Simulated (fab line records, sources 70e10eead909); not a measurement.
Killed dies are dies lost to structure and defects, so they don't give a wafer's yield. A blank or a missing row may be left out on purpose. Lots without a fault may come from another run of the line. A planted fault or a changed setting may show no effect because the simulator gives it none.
fab line records | flow nand_harc
record lots=7 wafers=21 last_day=33
route steps=1302 shown THIN_TSV@1278
lots that met no fault: from a run of the same line without faults
start_h: hours from the record's first day to the start of the lot's first wafer shown | wait_h: hours since the lot's step before | " the same as in the row above | L1.1+2: a row that stands for several wafers | - no value, or no start given | * or withheld: withheld | < > ~ a bound
route shown NAME@n: a module of which the file shows steps, and the number in the route of the first | usual: mean/standard deviation of fault-free wafers | same: alike in all rows | chamber/n: place in a boat | sites: the reading at each site | _std_site: their standard deviation | _edge_site: outer sites' mean less inner sites' | radius_mm: how far each site lies from the wafer's centre | mask NAME#n: copy n | behind: the tool/chamber that last shaped the wafer | hold: why the lot was held/for how many hours/how that ended | device: the transistor (n, p or np) that didn't switch | end of line: the same wafers' tests at the end of the route | a step without rows: its recipe alone | killed: dies lost to structure and defects at the first sort, not the wafer's yield | map: a wafer's dies, x killed, . not, _ none there
set.NAME: the setting as run; set.NAME@STEP: as run at that earlier step | model.NAME: the simulator's own value behind a step, which no gauge read
lots at some steps of the route; a table a step, a row a wafer
services: from which hour (start_h, from the record's first day; less than 0 if before it) a tool's chamber was out of use, for how many hours, and why
## steps
# step NHARC_THIN_TSV_SRD_23
# step NHARC_THIN_TSV_DEGAS_53
# recipe temp_c=300 time_s=60
# usual heater_power_w=488/50
# columns lot.wafer tool chamber start_h wait_h heater_power_w
L470.3 pvd_sputter-01 - 587.32 0.1 494
L470.4 " - " " 540
L470.6 " - " " 481
L476.1 pvd_sputter-03 - 642.34 0.1 495
L476.2 " - " " 523
L476.4 " - " " 407
L475.4 pvd_sputter-01 - 647.11 0.1 528
L475.1 " - " " 503
L475.6 " - " " 523
L478.2 pvd_sputter-03 - 666.31 0.1 509
L478.4 " - " " 408
L478.5 " - " " 493
L480.1 pvd_sputter-01 - 679.00 0.1 544
L480.4 " - " " 509
L480.5 " - " " 498
L486.4 pvd_sputter-02 - 761.95 0.1 497
L486.1 " - " " 510
L486.6 " - " " 508
L487.2 pvd_sputter-02 - 762.98 0.1 501
L487.1 " - " " 508
L487.6 " - " " 507
# step NHARC_THIN_TSV_PRE_CLEAN_54
# recipe time_s=30 temp_c=280 gas=H2/He
# usual heater_power_w=429/44
# columns lot.wafer tool chamber start_h wait_h heater_power_w
L470.3 pvd_sputter-01 - 587.39 0.1 436
L470.4 " - " " 428
L470.6 " - " " 473
L476.1 pvd_sputter-03 - 642.42 0.1 366
L476.2 " - " " 435
L476.4 " - " " 351
L475.4 pvd_sputter-01 - 647.18 0.1 444
L475.1 " - " " 427
L475.6 " - " " 434
L478.4 pvd_sputter-03 - 666.39 0.1 355
L478.2 " - " " 443
L478.5 " - " " 356
L480.1 pvd_sputter-01 - 679.06 0.1 434
L480.4 " - " " 479
L480.5 " - " " 474
L486.1 pvd_sputter-02 - 762.00 0.0 443
L486.4 " - " " 438
L486.6 " - " " 494
L487.1 pvd_sputter-02 - 763.05 0.0 491
L487.2 " - " " 446
L487.6 " - " " 449
# step NHARC_THIN_TSV_PVD_55
# recipe target_thk_a=500 material=TiN
# step NHARC_THIN_TSV_PVD_24
# recipe target_thk_a=8000 power_w=withheld chamber_pressure_pa=withheld substrate_temp_c=withheld time_s=withheld gas=Ar material=Al
# step NHARC_THIN_TSV_DEHYDRATE_25
# recipe temp_c=150 time_s=120
# step NHARC_THIN_TSV_HMDS_26
# recipe time_s=30
# step NHARC_THIN_TSV_COAT_27
# recipe spin_rpm=*
# step NHARC_THIN_TSV_SOFTBAKE_28
# recipe temp_c=122 time_s=95
# step NHARC_THIN_TSV_EBR_29
# step NHARC_THIN_TSV_EXPOSE_30
# recipe na=0.55 dose_mj=11.47 mask_id=PAD
# step NHARC_THIN_TSV_PEB_31
# recipe peb_temp_c=118 peb_time_s=85
# step NHARC_THIN_TSV_DEVELOP_32
# recipe time_s=70
# usual chill_plate_temp_C=23.00/0.11 exhaust_pa=45.0/0.88
# columns lot.wafer tool chamber start_h wait_h chill_plate_temp_C exhaust_pa
L470.3 litho_track-05 0 588 - 22.97 44.6
L470.4 " 0 " " 22.94 44.7
L470.6 " 0 " " 22.93 44.4
L476.1 litho_track-05 - 643 - - -
L476.2 " - " " - -
L476.4 " - " " - -
L475.1 litho_track-02 - 648 - - -
L475.4 " - " " - -
L475.6 " - " " - -
L478.2 litho_track-02 - 667 - - -
L478.4 " - " " - -
L478.5 " - " " - -
L480.1 litho_track-03 0 680 - 22.90 44.5
L480.4 " 0 " " 23.02 44.9
L480.5 " 0 " " 23.00 45.4
L486.1 litho_track-03 0 762 - 22.93 45.9
L486.4 " 0 " " 22.80 44.9
L486.6 " 0 " " 23.05 45.0
L487.1 litho_track-03 0 764 - 22.79 44.6
L487.2 " 0 " " 23.01 45.1
L487.6 " 0 " " 23.02 43.8
## services
# columns tool chamber start_h hours kind
litho_track-05 - 572.00 - consumable_replace:filter
litho_track-02 - 577.00 7.0 pm
pvd_sputter-01 - 595.15 10.0 pm
pvd_sputter-01 - 611.79 6.4 repair
litho_track-03 - 625.00 7.0 pm
pvd_sputter-02 - 641.98 10.0 pm
litho_track-05 - 649.00 7.0 pm
pvd_sputter-03 - 704.00 10.0 pm
pvd_sputter-02 - 714.70 1.2 repair
pvd_sputter-03 - 733.59 2.1 repair
litho_track-02 - 740.96 - consumable_replace:filter
litho_track-02 - 752.00 7.0 pm
## key
first_sign step=NHARC_THIN_TSV_DEVELOP_32 reading=tool_record direction=missing
effect none on later readings
met_at NHARC_THIN_TSV_DEVELOP_32
struck_wafers L475.1,L475.4,L475.6,L476.1,L476.2,L476.4,L478.2,L478.4,L478.5
later_rows_left_out L475.1,L475.4,L475.6,L476.1,L476.2,L476.4,L478.2,L478.4,L478.5
sort_left_out L475.1,L475.4,L475.6,L476.1,L476.2,L476.4,L478.2,L478.4,L478.5
onset_between 588 643
fault kind=skipped_step_whole tool=litho_track-02,litho_track-05 chamber=- onset_h=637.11 steps=NHARC_THIN_TSV_DEVELOP_32 scope=struck_lots_only
# sort_left_out: the simulated sort isn't trusted on such a fault, so these wafers' sort isn't shown, and their yield isn't known
# later_rows_left_out: the simulator's readings of these wafers behind a module that went badly wrong aren't trusted and aren't shown, but for the sort
